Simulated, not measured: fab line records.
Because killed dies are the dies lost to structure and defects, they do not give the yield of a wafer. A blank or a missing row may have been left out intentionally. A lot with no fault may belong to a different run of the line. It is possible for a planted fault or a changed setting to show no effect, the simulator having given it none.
fab line records / flow n5-finfet
record lots=4 wafers=12 last-day=19
route steps=1938 shown BEOL_M4@1099 BEOL_M5@1112 BEOL_M11@1594 PASSIVATION@1936
lots with no fault: from the same line, run without faults
start-h: hours from the record's opening day to when the first of the lot's shown wafers began / wait-h: hours from the lot's prior step to this one / " the same as in the row above / L1.1+2: a row that stands for several wafers / - either no value or no given start / * or withheld: withheld / < > ~ a bound
route shown NAME@n: NAME is a module with steps in the file, n the number in the route of the first one / usual: the fault-free wafers' mean and standard deviation / same: alike in all rows / chamber/n: place in a boat / sites: per-site readings / _std_site: their standard deviation / _edge_site: outer sites' mean less inner sites' / radius-mm: how far each site lies from the wafer's centre / mask NAME#n: copy n / behind: the tool/chamber that last shaped the wafer / hold: why the lot was held/for how many hours/how that ended / device: the n, p or np transistor that did not switch / end of line: tests run on the same wafers once the route is complete / a step without rows: its recipe alone / killed: count of dies lost to structure and defects at first sort (not the wafer's yield) / map: a wafer's dies, x killed, . not, _ none there
set.NAME: the setting that was run; set.NAME@STEP: the one run at that earlier step / model.NAME: the simulator's own value behind a step, which no gauge read
lots at selected steps of the route; one table per step, one row per wafer
services: a tool's chamber out of use, with start hour (start-h, from the record's first day; less than 0 if before it), hours out, and reason
## steps
# step N5_BEOL_M4_ANNEAL_95
# recipe temp-c=400 time-s=240 ambient=vacuum
# step N5_BEOL_M4_SPUTTER_96
# recipe material=Cu target-thk-a=45 temp-c=-20 chamber-pressure-pa=0.07 power-w=withheld time-s=8.29
# step N5_BEOL_M4_ECD_50
# recipe material=Cu target-thk-a=3000
# step N5_BEOL_M4_ANNEAL_51
# recipe temp-c=225 time-s=90 ambient=N2
# step N5_BEOL_M4_CMP_52
# recipe stop-on=SiOC t-overpolish-s=6.8 down-force-psi=1 platen-rpm=50 clearing-platen-down-force-psi=1.5 clearing-platen-rpm=50 post-cmp-clean=cu-alkaline target-thk-nm=40 clearing-platen-pad-velocity-m-s=0.99484 pad-velocity-m-s=0.99484
# step N5_BEOL_M4_PRE_CLEAN_60
# recipe gas=NH3/H2 time-s=15 temp-c=* rf-power-w=300
# step N5_BEOL_M4_CO_CAP_55
# recipe material=Co target-thk-a=20 temp-c=200 precursor=CCTBA/H2 pressure-torr=30 time-s=102.1
# step N5_BEOL_M4_PRE_CLEAN_56
# recipe gas=NH3 time-s=15 temp-c=withheld rf-power-w=300
# step N5_BEOL_M4_DEP_57
# recipe material=SiCN target-thk-a=80 temp-c=withheld precursor=3MS/NH3 pressure-torr=3 rf-w=202 time-s=14
# step N5_BEOL_M4_RC_MEAS_101
# usual DIBL_N=36.6/1.9 DIBL_P=36.7/2.2 IOFF_N=0.16/0.035 IOFF_P=0.22/0.038 ION_N=672/14 ION_P=462/8.3 SS_N=71.6/0.65 SS_P=73.5/0.72 VT_N=250/3.5 VT_P=-250/3.1
lot.wafer=L327.1 tool=prober-02 chamber=0 start-h=202.49 wait-h=0.0 DIBL_N[mV/V]=36.8 DIBL_P[mV/V]=35.4 IOFF_N[nA/um]=0.15 IOFF_P[nA/um]=0.20 ION_N[uA/um]=691 ION_P[uA/um]=476 SS_N[mV/dec]=71.5 SS_P[mV/dec]=72.8 VT_N[mV]=247 VT_P[mV]=-249
lot.wafer=L327.3 tool=prober-02 chamber=0 start-h=202.49 wait-h=0.0 DIBL_N[mV/V]=38.0 DIBL_P[mV/V]=38.1 IOFF_N[nA/um]=0.18 IOFF_P[nA/um]=0.23 ION_N[uA/um]=691 ION_P[uA/um]=477 SS_N[mV/dec]=71.9 SS_P[mV/dec]=72.8 VT_N[mV]=248 VT_P[mV]=-249
lot.wafer=L327.6 tool=prober-02 chamber=0 start-h=202.49 wait-h=0.0 DIBL_N[mV/V]=37.3 DIBL_P[mV/V]=35.9 IOFF_N[nA/um]=0.16 IOFF_P[nA/um]=0.21 ION_N[uA/um]=689 ION_P[uA/um]=472 SS_N[mV/dec]=71.9 SS_P[mV/dec]=72.7 VT_N[mV]=248 VT_P[mV]=-254
lot.wafer=L336.2 tool=prober-02 chamber=0 start-h=257.43 wait-h=0.2 DIBL_N[mV/V]=35.7 DIBL_P[mV/V]=35.1 IOFF_N[nA/um]=0.15 IOFF_P[nA/um]=0.19 ION_N[uA/um]=672 ION_P[uA/um]=456 SS_N[mV/dec]=71.8 SS_P[mV/dec]=73.1 VT_N[mV]=254 VT_P[mV]=-252
lot.wafer=L336.3 tool=prober-02 chamber=0 start-h=257.43 wait-h=0.2 DIBL_N[mV/V]=38.4 DIBL_P[mV/V]=37.6 IOFF_N[nA/um]=0.20 IOFF_P[nA/um]=0.24 ION_N[uA/um]=660 ION_P[uA/um]=452 SS_N[mV/dec]=72.4 SS_P[mV/dec]=74.7 VT_N[mV]=250 VT_P[mV]=-252
lot.wafer=L336.6 tool=prober-02 chamber=0 start-h=257.43 wait-h=0.2 DIBL_N[mV/V]=35.8 DIBL_P[mV/V]=34.9 IOFF_N[nA/um]=0.16 IOFF_P[nA/um]=0.19 ION_N[uA/um]=674 ION_P[uA/um]=458 SS_N[mV/dec]=72.3 SS_P[mV/dec]=73.1 VT_N[mV]=254 VT_P[mV]=-254
lot.wafer=L338.1 tool=prober-01 chamber=0 start-h=257.52 wait-h=0.0 DIBL_N[mV/V]=36.8 DIBL_P[mV/V]=34.5 IOFF_N[nA/um]=0.15 IOFF_P[nA/um]=0.22 ION_N[uA/um]=672 ION_P[uA/um]=464 SS_N[mV/dec]=71.9 SS_P[mV/dec]=73.1 VT_N[mV]=252 VT_P[mV]=-247
lot.wafer=L338.3 tool=prober-01 chamber=0 start-h=257.52 wait-h=0.0 DIBL_N[mV/V]=35.7 DIBL_P[mV/V]=33.8 IOFF_N[nA/um]=0.13 IOFF_P[nA/um]=0.21 ION_N[uA/um]=663 ION_P[uA/um]=464 SS_N[mV/dec]=71.1 SS_P[mV/dec]=72.9 VT_N[mV]=253 VT_P[mV]=-248
lot.wafer=L338.4 tool=prober-01 chamber=0 start-h=257.52 wait-h=0.0 DIBL_N[mV/V]=37.9 DIBL_P[mV/V]=35.3 IOFF_N[nA/um]=0.16 IOFF_P[nA/um]=0.23 ION_N[uA/um]=656 ION_P[uA/um]=454 SS_N[mV/dec]=71.9 SS_P[mV/dec]=73.7 VT_N[mV]=251 VT_P[mV]=-247
lot.wafer=L347.2 tool=prober-02 chamber=0 start-h=326.46 wait-h=0.2 DIBL_N[mV/V]=37.6 DIBL_P[mV/V]=36.4 IOFF_N[nA/um]=0.17 IOFF_P[nA/um]=0.23 ION_N[uA/um]=691 ION_P[uA/um]=474 SS_N[mV/dec]=71.6 SS_P[mV/dec]=72.2 VT_N[mV]=250 VT_P[mV]=-249
lot.wafer=L347.3 tool=prober-02 chamber=0 start-h=326.46 wait-h=0.2 DIBL_N[mV/V]=36.2 DIBL_P[mV/V]=34.1 IOFF_N[nA/um]=0.14 IOFF_P[nA/um]=0.19 ION_N[uA/um]=658 ION_P[uA/um]=453 SS_N[mV/dec]=71.8 SS_P[mV/dec]=72.1 VT_N[mV]=253 VT_P[mV]=-253
lot.wafer=L347.6 tool=prober-02 chamber=0 start-h=326.46 wait-h=0.2 DIBL_N[mV/V]=39.4 DIBL_P[mV/V]=38.0 IOFF_N[nA/um]=0.21 IOFF_P[nA/um]=0.27 ION_N[uA/um]=677 ION_P[uA/um]=462 SS_N[mV/dec]=72.8 SS_P[mV/dec]=73.4 VT_N[mV]=247 VT_P[mV]=-249
# step N5_BEOL_M5_ILD_DEP_00
# recipe material=SiCOH_lowk target-thk-a=1406.4 temp-c=300 precursor=DEMS/porogen pressure-torr=5 rf-w=500 time-s=25.9
# step N5_BEOL_M5_CURE_79
# recipe temp-c=385 time-s=240 ambient=He/Ar material=SiCOH_lowk
# step N5_BEOL_M5_PECVD_70
# recipe material=SiO2 target-thk-a=160 temp-c=400 precursor=TEOS/O2 pressure-torr=5.5 rf-w=450 teos-flow-sccm=53.8 gas=O2 flow-sccm=3000 time-s=18
# step N5_BEOL_M5_HM_DEP_02
# recipe material=TiN target-thk-a=200 temp-c=25 chamber-pressure-pa=0.49996
# step N5_BEOL_M5_COAT_59
# recipe resist=SOC temp-c=250 time-s=60 spin-rpm=1500 resist-thk-nm=60
# step N5_BEOL_M5_COAT_60
# recipe resist=SiARC temp-c=220 time-s=60 spin-rpm=1500 resist-thk-nm=12
# step N5_BEOL_M5_COAT_71
# recipe resist=underlayer temp-c=205 time-s=60 spin-rpm=1500 resist-thk-nm=5
# step N5_BEOL_M5_COAT_05
# recipe resist=CAR-EUV spin-rpm=1500 resist-thk-nm=30
# step N5_BEOL_M5_EBR_07
# recipe solvent=PGMEA ebr-width-mm=1.5
# step N5_BEOL_M5_SOFTBAKE_06
# recipe temp-c=110 time-s=60 resist=CAR-EUV
# step N5_BEOL_M5_EXPOSE_08
# recipe mask-id=M5 na=0.33 source-shape=annular sigma-inner=0.4 sigma-outer=0.8 polarization=unpolarized target-cd-nm=28 dose-mj=35.75
# step N5_BEOL_M5_PEB_09
# recipe peb-temp-c=100 peb-time-s=60 resist=CAR-EUV
# step N5_BEOL_M5_DEVELOP_10
# recipe develop-time-s=30 developer=TMAH resist=CAR-EUV rinse-liquid=surfactant-rinse dry=air-spin dev-temp-c=23
# step N5_BEOL_M5_DESCUM_16
# recipe chemistry=O2 time-s=7 source-power-w=50 bias-power-w=20 pressure-mtorr=20 rf-frequency-hz=2.712e+07 temp-c=40 resist=CAR-EUV o2-flow-sccm=225
# step N5_BEOL_M5_ETCH_72
# recipe chemistry=N2/H2 target=underlayer target-depth-a=65 mask-material=CAR-EUV time-s=5.2 ion-energy-ev=200 pressure-mtorr=30 source-w=840 bias-w=150 n2-flow-sccm=200 h2-flow-sccm=200 ends=cleared
# step N5_BEOL_M5_ETCH_61
# recipe chemistry=CF4 target=SiARC target-depth-a=156 mask-material=CAR-EUV time-s=26 ion-energy-ev=80 pressure-mtorr=40 source-w=545 bias-w=36 Ar_flow_sccm=100 cf4-flow-sccm=100 ends=cleared
# step N5_BEOL_M5_ETCH_62
# recipe chemistry=N2/H2 target=SOC target-depth-a=750 overetch-a=150 mask-material=SiARC temp-c=40 time-s=112.5 ion-energy-ev=200 pressure-mtorr=30 source-w=840 bias-w=150 n2-flow-sccm=200 h2-flow-sccm=200
# step N5_BEOL_M5_STRIP_63
# recipe chemistry=N2/H2 temp-c=40 n2-flow-sccm=200 h2-flow-sccm=200 rf-frequency-hz=6e+07
# step N5_BEOL_M5_STRIP_73
# recipe chemistry=N2/H2 temp-c=40 n2-flow-sccm=200 h2-flow-sccm=200 rf-frequency-hz=6e+07
# step N5_BEOL_M5_STRIP_64
# recipe chemistry=CF4 resist=SiARC power-w=300 bias-power-w=75 pressure-mtorr=50 cf4-flow-sccm=150 rf-frequency-hz=6e+07
# step N5_BEOL_M5_HM_OPEN_17
# recipe chemistry=Cl2/BCl3 target-depth-a=200 overetch-a=60 target=TiN mask-material=SOC ion-energy-ev=150 pressure-mtorr=10 icp-w=1000 bias-w=126 Cl2_flow_sccm=53.25 bcl3-flow-sccm=21.75 Ar_flow_sccm=25
# step N5_BEOL_M5_STRIP_19
# recipe chemistry=O2 power-w=400 temp-c=40 pressure-mtorr=30 rf-frequency-hz=6e+07 bias-power-w=0 overash-fraction=0.2 o2-flow-sccm=225
# step N5_BEOL_M5_COAT_65
# recipe resist=SOC temp-c=250 time-s=60 spin-rpm=1500 resist-thk-nm=60
# step N5_BEOL_M5_COAT_66
# recipe resist=SiARC temp-c=220 time-s=60 spin-rpm=1500 resist-thk-nm=12
# step N5_BEOL_M11_ECD_50
# recipe material=Cu target-thk-a=3180
lot.wafer=L327.1+3+6 tool=ecd-cu-02 chamber=1 start-h=265.71 wait-h=0.1
lot.wafer=L338.1+3+4 tool=ecd-cu-01 chamber=0,0,1 start-h=325.02 wait-h=0.1
lot.wafer=L336.2+3+6 tool=ecd-cu-02 chamber=1,0,1 start-h=331.85 wait-h=0.1
lot.wafer=L347.2+3+6 tool=ecd-cu-01 chamber=1 start-h=401.69 wait-h=0.1
# step N5_BEOL_M11_CMP_52
# recipe stop-on=SiCOH_lowk t-overpolish-s=7 down-force-psi=1 platen-rpm=50 clearing-platen-down-force-psi=1.5 clearing-platen-rpm=50 post-cmp-clean=cu-alkaline target-thk-nm=140 clearing-platen-pad-velocity-m-s=0.99484 pad-velocity-m-s=0.99484
# usual clearing-platen-rpm=50.004/0.029 motor-current-A=6.1/0.69 time-to-endpoint-s=65.7/2.8
lot.wafer=L327.1 tool=cmp-02 chamber=0 start-h=266.13 wait-h=0.3 clearing-platen-rpm=50.038 motor-current-A=6.8 time-to-endpoint-s=62.5
lot.wafer=L327.3 tool=cmp-02 chamber=2 start-h=266.13 wait-h=0.3 clearing-platen-rpm=50.026 motor-current-A=5.9 time-to-endpoint-s=61.2
lot.wafer=L327.6 tool=cmp-02 chamber=0 start-h=266.13 wait-h=0.3 clearing-platen-rpm=50.012 motor-current-A=6.8 time-to-endpoint-s=66.1
lot.wafer=L338.3 tool=cmp-01 chamber=3 start-h=325.49 wait-h=0.2 clearing-platen-rpm=50.036 motor-current-A=6.7 time-to-endpoint-s=2.7
lot.wafer=L338.4 tool=cmp-01 chamber=0 start-h=325.49 wait-h=0.2 clearing-platen-rpm=49.970 motor-current-A=7.1 time-to-endpoint-s=4.9
lot.wafer=L338.1 tool=cmp-01 chamber=2 start-h=325.49 wait-h=0.2 clearing-platen-rpm=49.997 motor-current-A=5.3 time-to-endpoint-s=2.6
lot.wafer=L336.3 tool=cmp-04 chamber=0 start-h=332.29 wait-h=0.2 clearing-platen-rpm=49.989 motor-current-A=5.2 time-to-endpoint-s=0.6
lot.wafer=L336.2 tool=cmp-04 chamber=2 start-h=332.29 wait-h=0.2 clearing-platen-rpm=49.998 motor-current-A=5.9 time-to-endpoint-s=2.6
lot.wafer=L336.6 tool=cmp-04 chamber=0 start-h=332.29 wait-h=0.2 clearing-platen-rpm=50.021 motor-current-A=4.9 time-to-endpoint-s=0.0
lot.wafer=L347.2 tool=cmp-04 chamber=0 start-h=402.24 wait-h=0.2 clearing-platen-rpm=49.997 motor-current-A=5.1 time-to-endpoint-s=66.6
lot.wafer=L347.3 tool=cmp-04 chamber=2 start-h=402.24 wait-h=0.2 clearing-platen-rpm=50.059 motor-current-A=6.2 time-to-endpoint-s=67.7
lot.wafer=L347.6 tool=cmp-04 chamber=1 start-h=402.24 wait-h=0.2 clearing-platen-rpm=49.932 motor-current-A=6.6 time-to-endpoint-s=71.7
# step N5_PASSIVATION_PROBE_49
# usual defect-limited-yield=91.6/1.4 killed_at_M0_to_M3=35/10 killed_at_M4_up=13/4.8 killed-at-contacts=12/7.2 killed-at-front-end=36/12 killed-at-other=4/3.1 killed-dies=100/17 killed-on-rim=13/4.2 killed-open=66/13 killed-short=32/7.3 sort_bin_5_function=5.0/0.94 sort_bin_6_memory=3.1/0.67 sort-n-pass=1080/17 sort-yield-pct=91.6/1.4
# same gross-dies=1180 killed-at-back-side=0 sort_bin_4_leakage[%]=0 sort_bin_8_speed[%]=0
lot.wafer=L338.1 tool=prober-02 chamber=- start-h=377.05 wait-h=0.3 defect-limited-yield[%]=0 killed_at_M0_to_M3=40 killed_at_M4_up=1087 killed-at-contacts=14 killed-at-front-end=35 killed-at-other=4 killed-dies=1180 killed-on-rim=152 killed-open=59 killed-short=39 sort_bin_5_function[%]=96.7 sort_bin_6_memory[%]=3.1 sort-n-pass=0 sort-yield-pct[%]=0
lot.wafer=L338.3 tool=prober-02 chamber=- start-h=377.15 wait-h=0.4 defect-limited-yield[%]=0 killed_at_M0_to_M3=35 killed_at_M4_up=1092 killed-at-contacts=5 killed-at-front-end=39 killed-at-other=9 killed-dies=1180 killed-on-rim=152 killed-open=65 killed-short=40 sort_bin_5_function[%]=95.8 sort_bin_6_memory[%]=3.8 sort-n-pass=0 sort-yield-pct[%]=0
lot.wafer=L338.4 tool=prober-02 chamber=- start-h=377.20 wait-h=0.5 defect-limited-yield[%]=0 killed_at_M0_to_M3=54 killed_at_M4_up=1057 killed-at-contacts=8 killed-at-front-end=55 killed-at-other=6 killed-dies=1180 killed-on-rim=152 killed-open=92 killed-short=41 sort_bin_5_function[%]=95.5 sort_bin_6_memory[%]=4.3 sort-n-pass=0 sort-yield-pct[%]=0
lot.wafer=L336.2 tool=prober-01 chamber=- start-h=389.65 wait-h=0.1 defect-limited-yield[%]=0 killed_at_M0_to_M3=26 killed_at_M4_up=1089 killed-at-contacts=9 killed-at-front-end=52 killed-at-other=4 killed-dies=1180 killed-on-rim=152 killed-open=56 killed-short=51 sort_bin_5_function[%]=96.2 sort_bin_6_memory[%]=3.4 sort-n-pass=0 sort-yield-pct[%]=0
lot.wafer=L336.3 tool=prober-01 chamber=- start-h=389.70 wait-h=0.1 defect-limited-yield[%]=0 killed_at_M0_to_M3=43 killed_at_M4_up=1088 killed-at-contacts=10 killed-at-front-end=36 killed-at-other=3 killed-dies=1180 killed-on-rim=152 killed-open=71 killed-short=32 sort_bin_5_function[%]=97.0 sort_bin_6_memory[%]=2.7 sort-n-pass=0 sort-yield-pct[%]=0
lot.wafer=L336.6 tool=prober-01 chamber=- start-h=389.85 wait-h=0.3 defect-limited-yield[%]=0 killed_at_M0_to_M3=23 killed_at_M4_up=1112 killed-at-contacts=14 killed-at-front-end=31 killed-at-other=0 killed-dies=1180 killed-on-rim=152 killed-open=53 killed-short=30 sort_bin_5_function[%]=96.9 sort_bin_6_memory[%]=3.0 sort-n-pass=0 sort-yield-pct[%]=0
# killed by level:class
L338.1 BEOL_M11:area-ecd=1082 MOL_CONTACT_COAG:geometric-particle:open=12 FIN_SAQP:geometric-particle:short=11 BEOL_M3:geometric-particle:open=9 BEOL_M0_SAQP:geometric-particle:open=8 BEOL_M0_SAQP:geometric-particle:short=7 FIN_SAQP:geometric-particle:open=6 BEOL_M3:geometric-particle:short=5
L338.3 BEOL_M11:area-ecd=1075 FIN_SAQP:geometric-particle:open=13 BEOL_M4:geometric-particle:open=13 FIN_SAQP:geometric-particle:short=8 BEOL_M2:geometric-particle:open=7 BEOL_M0_SAQP:geometric-particle:short=7 BEOL_M1:geometric-particle:short=6 BEOL_M1:geometric-particle:open=6
L338.4 BEOL_M11:area-ecd=1046 BEOL_M0_SAQP:geometric-particle:open=19 FIN_SAQP:geometric-particle:open=16 STI_FIN_REVEAL:geometric-particle:open=15 BEOL_M0_SAQP:geometric-particle:short=11 BEOL_M3:geometric-particle:open=9 FIN_SAQP:geometric-particle:short=7 MOL_CONTACT_COAG:geometric-particle:open=6
L336.2 BEOL_M11:area-ecd=1073 FIN_SAQP:geometric-particle:short=28 FIN_SAQP:geometric-particle:open=11 BEOL_M0_SAQP:geometric-particle:short=9 MOL_CONTACT_COAG:geometric-particle:open=8 BEOL_M4:geometric-particle:open=7 STI_FIN_REVEAL:geometric-particle:open=6 BEOL_M1:geometric-particle:open=6
L336.3 BEOL_M11:area-ecd=1077 MOL_CONTACT_COAG:geometric-particle:open=10 BEOL_M0_SAQP:geometric-particle:short=10 BEOL_M0_SAQP:geometric-particle:open=7 BEOL_M2:geometric-particle:open=7 DUMMY_GATE:geometric-particle:open=6 BEOL_M5:geometric-particle:open=6 STARTING-WAFER:geometric-particle:open=6
L336.6 BEOL_M11:area-ecd=1097 MOL_CONTACT_COAG:geometric-particle:open=9 BEOL_M4:geometric-particle:open=7 BEOL_M0_SAQP:geometric-particle:open=6 BEOL_M0_SAQP:geometric-particle:short=6 STARTING-WAFER:geometric-particle:open=6 FIN_SAQP:geometric-particle:short=5 STI_FIN_REVEAL:geometric-particle:open=5
# map L336.2 (x killed, . not)
_________________xxxxxxxxxxxx________________
______________xxxxxxxxxxxxxxxxxx_____________
___________xxxxxxxxxxxxxxxxxxxxxxxx__________
__________xxxxxxxxxxxxxxxxxxxxxxxxxx_________
________xxxxxxxxxxxxxxxxxxxxxxxxxxxxxx_______
_______xxxxxxxxxxxxxxxxxxxxxxxxxxxxxxxx______
______xxxxxxxxxxxxxxxxxxxxxxxxxxxxxxxxxx_____
_____xxxxxxxxxxxxxxxxxxxxxxxxxxxxxxxxxxxx____
____xxxxxxxxxxxxxxxxxxxxxxxxxxxxxxxxxxxxxx___
___xxxxxxxxxxxxxxxxxxxxxxxxxxxxxxxxxxxxxxxx__
___xxxxxxxxxxxxxxxxxxxxxxxxxxxxxxxxxxxxxxxx__
__xxxxxxxxxxxxxxxxxxxxxxxxxxxxxxxxxxxxxxxxxx_
__xxxxxxxxxxxxxxxxxxxxxxxxxxxxxxxxxxxxxxxxxx_
_xxxxxxxxxxxxxxxxxxxxxxxxxxxxxxxxxxxxxxxxxxxx
_xxxxxxxxxxxxxxxxxxxxxxxxxxxxxxxxxxxxxxxxxxxx
_xxxxxxxxxxxxxxxxxxxxxxxxxxxxxxxxxxxxxxxxxxxx
_xxxxxxxxxxxxxxxxxxxxxxxxxxxxxxxxxxxxxxxxxxxx
_xxxxxxxxxxxxxxxxxxxxxxxxxxxxxxxxxxxxxxxxxxxx
_xxxxxxxxxxxxxxxxxxxxxxxxxxxxxxxxxxxxxxxxxxxx
_xxxxxxxxxxxxxxxxxxxxxxxxxxxxxxxxxxxxxxxxxxxx
_xxxxxxxxxxxxxxxxxxxxxxxxxxxxxxxxxxxxxxxxxxxx
__xxxxxxxxxxxxxxxxxxxxxxxxxxxxxxxxxxxxxxxxxx_
__xxxxxxxxxxxxxxxxxxxxxxxxxxxxxxxxxxxxxxxxxx_
___xxxxxxxxxxxxxxxxxxxxxxxxxxxxxxxxxxxxxxxx__
___xxxxxxxxxxxxxxxxxxxxxxxxxxxxxxxxxxxxxxxx__
____xxxxxxxxxxxxxxxxxxxxxxxxxxxxxxxxxxxxxx___
_____xxxxxxxxxxxxxxxxxxxxxxxxxxxxxxxxxxxx____
______xxxxxxxxxxxxxxxxxxxxxxxxxxxxxxxxxx_____
_______xxxxxxxxxxxxxxxxxxxxxxxxxxxxxxxx______
________xxxxxxxxxxxxxxxxxxxxxxxxxxxxxx_______
__________xxxxxxxxxxxxxxxxxxxxxxxxxx_________
___________xxxxxxxxxxxxxxxxxxxxxxxx__________
______________xxxxxxxxxxxxxxxxxx_____________
_________________xxxxxxxxxxxx________________
# map L338.1 (x killed, . not)
_________________xxxxxxxxxxxx________________
______________xxxxxxxxxxxxxxxxxx_____________
___________xxxxxxxxxxxxxxxxxxxxxxxx__________
__________xxxxxxxxxxxxxxxxxxxxxxxxxx_________
________xxxxxxxxxxxxxxxxxxxxxxxxxxxxxx_______
_______xxxxxxxxxxxxxxxxxxxxxxxxxxxxxxxx______
______xxxxxxxxxxxxxxxxxxxxxxxxxxxxxxxxxx_____
_____xxxxxxxxxxxxxxxxxxxxxxxxxxxxxxxxxxxx____
____xxxxxxxxxxxxxxxxxxxxxxxxxxxxxxxxxxxxxx___
___xxxxxxxxxxxxxxxxxxxxxxxxxxxxxxxxxxxxxxxx__
___xxxxxxxxxxxxxxxxxxxxxxxxxxxxxxxxxxxxxxxx__
__xxxxxxxxxxxxxxxxxxxxxxxxxxxxxxxxxxxxxxxxxx_
__xxxxxxxxxxxxxxxxxxxxxxxxxxxxxxxxxxxxxxxxxx_
_xxxxxxxxxxxxxxxxxxxxxxxxxxxxxxxxxxxxxxxxxxxx
_xxxxxxxxxxxxxxxxxxxxxxxxxxxxxxxxxxxxxxxxxxxx
_xxxxxxxxxxxxxxxxxxxxxxxxxxxxxxxxxxxxxxxxxxxx
_xxxxxxxxxxxxxxxxxxxxxxxxxxxxxxxxxxxxxxxxxxxx
_xxxxxxxxxxxxxxxxxxxxxxxxxxxxxxxxxxxxxxxxxxxx
_xxxxxxxxxxxxxxxxxxxxxxxxxxxxxxxxxxxxxxxxxxxx
_xxxxxxxxxxxxxxxxxxxxxxxxxxxxxxxxxxxxxxxxxxxx
_xxxxxxxxxxxxxxxxxxxxxxxxxxxxxxxxxxxxxxxxxxxx
__xxxxxxxxxxxxxxxxxxxxxxxxxxxxxxxxxxxxxxxxxx_
__xxxxxxxxxxxxxxxxxxxxxxxxxxxxxxxxxxxxxxxxxx_
___xxxxxxxxxxxxxxxxxxxxxxxxxxxxxxxxxxxxxxxx__
___xxxxxxxxxxxxxxxxxxxxxxxxxxxxxxxxxxxxxxxx__
____xxxxxxxxxxxxxxxxxxxxxxxxxxxxxxxxxxxxxx___
_____xxxxxxxxxxxxxxxxxxxxxxxxxxxxxxxxxxxx____
______xxxxxxxxxxxxxxxxxxxxxxxxxxxxxxxxxx_____
_______xxxxxxxxxxxxxxxxxxxxxxxxxxxxxxxx______
________xxxxxxxxxxxxxxxxxxxxxxxxxxxxxx_______
__________xxxxxxxxxxxxxxxxxxxxxxxxxx_________
___________xxxxxxxxxxxxxxxxxxxxxxxx__________
______________xxxxxxxxxxxxxxxxxx_____________
_________________xxxxxxxxxxxx________________
## services
tool=cmp-01 chamber=- start-h=243.06 hours=- kind=consumable-replace:conditioner
tool=cmp-01 chamber=- start-h=243.06 hours=- kind=consumable-replace:pad
tool=cmp-01 chamber=- start-h=248.53 hours=5.0 kind=repair
tool=cmp-01 chamber=- start-h=263.05 hours=14.3 kind=pm
tool=ecd-cu-02 chamber=- start-h=281.33 hours=5.5 kind=pm
tool=cmp-04 chamber=- start-h=296.05 hours=0.3 kind=repair
tool=cmp-01 chamber=- start-h=300.84 hours=1.5 kind=repair
tool=cmp-04 chamber=- start-h=315.94 hours=0.9 kind=repair
tool=cmp-02 chamber=- start-h=319.88 hours=12.0 kind=pm
tool=cmp-04 chamber=- start-h=322.00 hours=0.2 kind=repair
tool=cmp-02 chamber=- start-h=347.14 hours=1.0 kind=repair
tool=cmp-02 chamber=- start-h=350.49 hours=4.9 kind=pm
tool=cmp-04 chamber=- start-h=373.59 hours=2.6 kind=repair
tool=cmp-02 chamber=- start-h=397.78 hours=4.1 kind=repair
## key
first-sign step=N5_BEOL_M11_CMP_52 reading=time-to-endpoint-s direction=down sigmas=23 usual=* struck=*
effect step=N5_PASSIVATION_PROBE_49 reading=killed_at_M4_up direction=up sigmas=99+ usual=13 struck=1088
more-kills-born-at N5_BEOL_M11_ECD_50@ecd-cu-02=3247 N5_BEOL_M11_ECD_50@ecd-cu-01=3203
met-at N5_BEOL_M11_ECD_50
struck-wafers L336.2,L336.3,L336.6,L338.1,L338.3,L338.4
later-rows-left-out L336.2,L336.3,L336.6,L338.1,L338.3,L338.4
onset-between 265.71 325.02
fault kind=skipped-step-whole tool=ecd-cu-01,ecd-cu-02 chamber=- onset-h=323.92 steps=N5_BEOL_M11_ECD_50 scope=struck-lots-only
# later-rows-left-out: the simulator's readings of these wafers behind a module that went badly wrong aren't trusted and aren't shown, but for the sort
